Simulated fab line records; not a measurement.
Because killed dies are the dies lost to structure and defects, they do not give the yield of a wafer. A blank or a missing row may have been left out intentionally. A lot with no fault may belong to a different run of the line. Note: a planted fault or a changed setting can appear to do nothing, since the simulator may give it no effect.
Chamber matching + flow n5 finfet + N5_BEOL_M1_ETCH_74 on rie diel-06 has 4 sister chambers
The step etches underlayer in N2/H2, target depth 6.5 nm, time 5.2 s. 4 wafers are shown with their chamber, then 10 later ones without.

WAFERS PAIRED WITH THEIR CHAMBERS
| wafer  | chamber | drypump motor current A (A) |
|--------|---------|-----------------------------|
| L086.5 | 1       | 5.5                         |
| L089.3 | 0       | 5.9                         |
| L089.6 | 2       | 5.2                         |
| L090.4 | 3       | 5.5                         |

WAFERS WHOSE CHAMBER IS MISSING
| wafer  | drypump motor current A (A) |
|--------|-----------------------------|
| L090.6 | 5.9                         |
| L093.1 | 5.9                         |
| L093.2 | 5.2                         |
| L093.5 | 5.9                         |
| L092.2 | 5.2                         |
| L092.4 | 5.5                         |
| L092.6 | 5.9                         |
| L097.2 | 5.9                         |
| L097.4 | 5.2                         |
| L097.6 | 5.8                         |

WHICH CHAMBER EACH ONE RAN IN
| wafer  | from the rows above     | in truth |
|--------|-------------------------|----------|
| L090.6 | 0                       | 0        |
| L093.1 | 0                       | 0        |
| L093.2 | 2                       | 2        |
| L093.5 | 0                       | 0        |
| L092.2 | 2                       | 2        |
| L092.4 | can't be placed: 1 or 3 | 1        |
| L092.6 | 0                       | 0        |
| L097.2 | 0                       | 0        |
| L097.4 | 2                       | 2        |
| L097.6 | 0                       | 0        |
9 of 10 placed correctly. Not placeable from these rows: 1 (in 1, the candidates include the true chamber). Wrongly placed: 0.
How it was worked out, from the rows above alone: a wafer's distance from a chamber is the root of the sum, over the readings, of the square of ((its reading less the chamber's mean) divided by the reading's scatter). The wafer belongs to the nearest chamber; if the next one is less than 2 further off, it can't be placed. For every chamber, the mean is computed from those of its wafers that are shown. The scatter: with one shown wafer a chamber, the root of the mean of the squares of how far each hidden wafer lies from its nearest shown one.
